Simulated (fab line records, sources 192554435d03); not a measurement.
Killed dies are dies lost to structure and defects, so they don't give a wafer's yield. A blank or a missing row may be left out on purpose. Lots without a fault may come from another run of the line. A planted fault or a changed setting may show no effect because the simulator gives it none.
Which tool did it? | flow n5_finfet | 9 lots, 27 wafers sampled, at 5 steps of a route of 1938

WHAT THE GAUGES READ, wafer by wafer
N5_WELL_APT_OVL_MEAS_09. Usual: NWELL_OVL 0 nm, standard deviation 5.3.
lot  | measured    | on         | NWELL_OVL (nm) | flag
L529 | day 1 13:44 | overlay-01 | -10 1 -3       |
L533 | day 2 13:50 | overlay-02 | -6 -2 -10      |
L537 | day 3 13:52 | overlay-02 | -5 5 -4        |
L538 | day 3 19:35 | overlay-02 | 6 1 8          |
L539 | day 4 02:02 | overlay-01 | 2 0 -6         |
L545 | day 5 13:56 | overlay-01 | 2 3 -5         |
L546 | day 5 19:46 | overlay-02 | 9 8 0          |
L547 | day 6 01:50 | overlay-02 | -6 -2 6        |
L552 | day 7 07:43 | overlay-02 | 3 4 11         |

N5_WELL_APT_INSPECT_38: inspects for defects (darkfield). Usual: raw_defect_count 15, standard deviation 5.7.
lot  | measured    | on                | raw_defect_count | flag
L529 | day 1 16:43 | defect_inspect-02 | 15 18 6          |
L533 | day 2 17:26 | defect_inspect-02 | 16 12 6          |
L537 | day 3 16:59 | defect_inspect-02 | 19 22 10         |
L538 | day 3 22:47 | defect_inspect-01 | 14 11 11         |
L539 | day 4 05:10 | defect_inspect-01 | 17 12 12         |
L545 | day 5 17:22 | defect_inspect-02 | 20 15 21         |
L546 | day 5 22:47 | defect_inspect-02 | 22 17 9          |
L547 | day 6 05:26 | defect_inspect-01 | 14 14 15         |
L552 | day 7 10:34 | defect_inspect-01 | 8 11 13          |

N5_BEOL_M4_RC_MEAS_101. Usual: DIBL_N 36.3 mV/V, standard deviation 1; DIBL_P 36.2 mV/V, standard deviation 1.4; IOFF_N 0.157 nA/um, standard deviation 0.021; IOFF_P 0.206 nA/um, standard deviation 0.025; ION_N 673 uA/um, standard deviation 9; ION_P 461 uA/um, standard deviation 6.4; RS_PWELL 3006 ohm/sq, standard deviation 23; SS_N 71.5 mV/dec, standard deviation 0.5; SS_P 73.2 mV/dec, standard deviation 0.47; VT_N 249.9 mV, standard deviation 2.4; VT_P -250.6 mV, standard deviation 2.9.
lot  | measured     | on        | DIBL_N (mV/V)  | DIBL_P (mV/V)  | IOFF_N (nA/um)    | IOFF_P (nA/um)    | ION_N (uA/um) | ION_P (uA/um) | RS_PWELL (ohm/sq) | SS_N (mV/dec)  | SS_P (mV/dec)  | VT_N (mV)         | VT_P (mV)            | flag
L529 | day 8 00:16  | prober-01 | 35.0 35.3 35.6 | 35.5 34.7 35.7 | 0.131 0.128 0.131 | 0.174 0.170 0.179 | 674 664 665   | 456 452 456   | 3004 3019 2965    | 71.2 71.7 70.8 | 72.7 73.0 72.5 | 252.7 252.4 254.0 | -254.4 -255.1 -254.1 |
L533 | day 9 11:14  | prober-01 | 35.1 36.8 36.6 | 35.5 37.4 37.1 | 0.132 0.159 0.158 | 0.191 0.221 0.216 | 675 679 679   | 465 471 464   | 2986 3004 3009    | 70.5 71.0 71.9 | 72.7 73.3 72.9 | 252.1 246.7 248.5 | -252.4 -248.8 -251.5 |
L537 | day 9 14:26  | prober-02 | 36.2 36.6 36.2 | 35.7 35.6 35.8 | 0.148 0.154 0.151 | 0.186 0.178 0.182 | 673 675 677   | 457 456 467   | 2988 2992 3008    | 71.8 71.9 71.1 | 73.9 72.4 73.3 | 250.7 248.6 250.7 | -252.1 -251.9 -252.5 |
L538 | day 9 19:16  | prober-02 | 35.4 36.5 36.2 | 35.4 36.8 35.5 | 0.140 0.175 0.159 | 0.180 0.203 0.186 | 663 685 661   | 451 465 450   | 3002 3002 3006    | 70.8 72.0 71.9 | 73.5 73.5 73.4 | 252.7 246.5 250.9 | -250.7 -250.9 -254.0 |
L539 | day 9 23:08  | prober-02 | 35.7 37.5 35.7 | 34.6 36.7 34.4 | 0.132 0.153 0.135 | 0.177 0.205 0.174 | 668 664 659   | 458 458 456   | 3049 3017 3056    | 71.7 71.8 71.9 | 72.9 73.6 72.6 | 250.7 251.9 251.5 | -251.9 -251.3 -251.5 |
L545 | day 11 15:38 | prober-01 | 36.5 38.0 36.4 | 35.7 37.5 35.4 | 0.142 0.169 0.138 | 0.199 0.228 0.196 | 665 666 658   | 454 463 456   | 3171 3208 3196    | 71.3 71.4 71.1 | 73.1 73.5 73.1 | 250.0 249.7 250.6 | -250.1 -248.1 -253.0 | OFF
L546 | day 12 04:47 | prober-02 | 35.6 36.8 36.5 | 35.9 37.1 37.8 | 0.151 0.173 0.172 | 0.179 0.206 0.214 | 665 666 678   | 455 455 463   | 3198 3212 3164    | 70.6 71.6 71.6 | 73.3 72.8 73.4 | 248.0 250.0 248.5 | -254.9 -251.5 -252.5 | OFF
L547 | day 12 07:06 | prober-01 | 37.3 37.6 36.7 | 38.0 38.4 36.6 | 0.173 0.181 0.157 | 0.249 0.255 0.226 | 690 685 674   | 471 480 466   | 3020 3019 3010    | 72.1 72.4 72.5 | 73.8 73.7 72.7 | 249.4 245.4 247.9 | -244.6 -244.6 -248.5 |
L552 | day 13 18:34 | prober-02 | 36.6 37.6 36.7 | 39.0 40.5 38.5 | 0.183 0.208 0.187 | 0.210 0.230 0.207 | 688 697 686   | 469 462 462   | 2993 2979 2990    | 71.7 71.7 72.0 | 73.4 73.7 73.4 | 246.7 247.3 246.2 | -247.7 -248.8 -249.5 |

WHICH TOOL RAN EACH LOT (tool, then ch and the chambers of the sampled wafers, then the start)
lot  | N5_ZERO_LAYER_DESCUM_16           | N5_WELL_APT_IMPLANT_31
L529 | rie_diel-05 ch 1,2, day 1 12:48   | implanter-01 ch 0, day 1 15:04
L533 | rie_diel-01 ch 1,2,3, day 2 12:48 | implanter-02 ch 0, day 2 15:17
L537 | rie_diel-01 ch 1,2, day 3 12:50   | implanter-02 ch 0, day 3 15:14
L538 | rie_diel-05 ch 0,1,2, day 3 18:41 | implanter-01 ch 0, day 3 21:00
L539 | rie_diel-01 ch 2,3, day 4 00:59   | implanter-01 ch 0, day 4 03:28
L545 | rie_diel-01 ch 0,2,3, day 5 12:48 | implanter-01 ch 0, day 5 15:49
L546 | rie_diel-03 ch 0,2,3, day 5 18:43 | implanter-01 ch 0, day 5 21:16
L547 | rie_diel-03 ch 0,2,3, day 6 00:49 | implanter-02 ch 0, day 6 03:54
L552 | rie_diel-01 ch 0,1, day 7 06:49   | implanter-02 ch 0, day 7 08:59
- N5_ZERO_LAYER_DESCUM_16: chemistry O2, time 7.9 s.
- N5_WELL_APT_IMPLANT_31

WHAT THE TOOLS THEMSELVES READ (means of the sampled wafers that have a number; where no wafer has one, the mark that the record gives instead)
N5_ZERO_LAYER_DESCUM_16. Usual: chamber_pressure_mTorr 19.998 mTorr, standard deviation 0.017; drypump_motor_current_A 5.6 A, standard deviation 0.57; oes_product_au 0.76 a.u., standard deviation 0.067; rf_vpp_V 243.1 V, standard deviation 1.5; showerhead_plenum_p_Torr 2.10 Torr, standard deviation 0.091; throttle_valve_pct 20.38 %, standard deviation 0.18.
lot  | tool        | chamber_pressure_mTorr (mTorr) | drypump_motor_current_A (A) | oes_product_au (a.u.) | rf_vpp_V (V) | showerhead_plenum_p_Torr (Torr) | throttle_valve_pct (%) | flag
L529 | rie_diel-05 | 20.014                         | 6.1                         | 0.72                  | 242.0        | 2.06                            | 20.61                  |
L533 | rie_diel-01 | 20.001                         | 5.7                         | 0.72                  | 242.5        | 2.11                            | 20.49                  |
L537 | rie_diel-01 | 20.010                         | 6.2                         | 0.73                  | 243.2        | 2.10                            | 20.61                  |
L538 | rie_diel-05 | 20.001                         | 5.6                         | 0.80                  | 242.3        | 2.05                            | 20.44                  |
L539 | rie_diel-01 | 19.997                         | 5.9                         | 0.75                  | 243.7        | 2.16                            | 20.52                  |
L545 | rie_diel-01 | 20.005                         | 5.8                         | 0.71                  | 244.8        | 2.16                            | 20.53                  |
L546 | rie_diel-03 | 19.987                         | 5.2                         | 0.76                  | 243.0        | 2.10                            | 20.30                  |
L547 | rie_diel-03 | 19.990                         | 5.2                         | 0.75                  | 243.5        | 2.10                            | 20.30                  |
L552 | rie_diel-01 | 19.981                         | 5.9                         | 0.85                  | 244.7        | 2.21                            | 20.35                  |

N5_WELL_APT_IMPLANT_31. Usual: beam_on_s 9.98 s, standard deviation 0.2; dose_ions_cm2 1.5e+13, standard deviation 1.8e+10; faraday_current_uA 191, standard deviation 3.8; tilt_deg 0.003 degrees, standard deviation 0.018.
lot  | tool         | beam_on_s (s) | dose_ions_cm2 | faraday_current_uA | tilt_deg (degrees) | flag
L529 | implanter-01 | 9.98          | 1.5e+13       | 191                | 0.010              |
L533 | implanter-02 | 10.00         | 1.5e+13       | 190                | 0.011              |
L537 | implanter-02 | 9.94          | 1.5e+13       | 191                | -0.010             |
L538 | implanter-01 | 9.93          | 1.5e+13       | 191                | -0.001             |
L539 | implanter-01 | 10.12         | 1.5e+13       | 188                | 0.013              |
L545 | implanter-01 | 10.01         | 1.4e+13       | 175                | 0.005              | OFF
L546 | implanter-01 | 9.93          | 1.4e+13       | 176                | -0.020             | OFF
L547 | implanter-02 | 9.99          | 1.5e+13       | 190                | 0.000              |
L552 | implanter-02 | 9.93          | 1.5e+13       | 192                | -0.008             |

THE ANSWER, worked out from the rows above alone
Rule: a lot is off if the mean of its wafers that have a number lies more than 3 standard deviations from the usual mean. A lot without any number at a reading at which 4 lots or more have one is off too. The other lots that the step has rows for count as sound. The gauges are gone through in route order, then the tools' own readings, and for those a lot's mean is taken as printed above. The first step at which some lot is off is used, and at that step the reading that is off furthest; a lot without a number counts as furthest.
Off: L545, L546, at N5_BEOL_M4_RC_MEAS_101 (RS_PWELL).
A tool fits if, at a process step before that reading, it ran every lot that is off, and no sound lot after the first of them. The gauges at N5_BEOL_M4_RC_MEAS_101 aren't tried: what is off there is off at N5_WELL_APT_IMPLANT_31 too, on other tools, and a gauge's error can't cause that. One fits: implanter-01 at N5_WELL_APT_IMPLANT_31. Its last sound lot is L539 (day 4 03:28), its first lot that is off L545 (day 5 15:49): a fault that began between those two fits.
The tool's own readings at N5_WELL_APT_IMPLANT_31 bear it out: on the lots that are off they differ by more than 5 times the standard deviation of the sound lots' means. dose_ions_cm2 reads 1.4e+13 there against 1.5e+13 on the sound lots; faraday_current_uA reads 176 there against 190 on the sound lots.

WHAT THE SIMULATOR HAD PUT IN
Process parameter drift: implanter-01, from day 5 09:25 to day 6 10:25, at N5_WELL_APT_IMPLANT_31. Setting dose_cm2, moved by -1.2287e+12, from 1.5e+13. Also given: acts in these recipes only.
Lots struck among those shown: L545, L546. The rule above found the same.
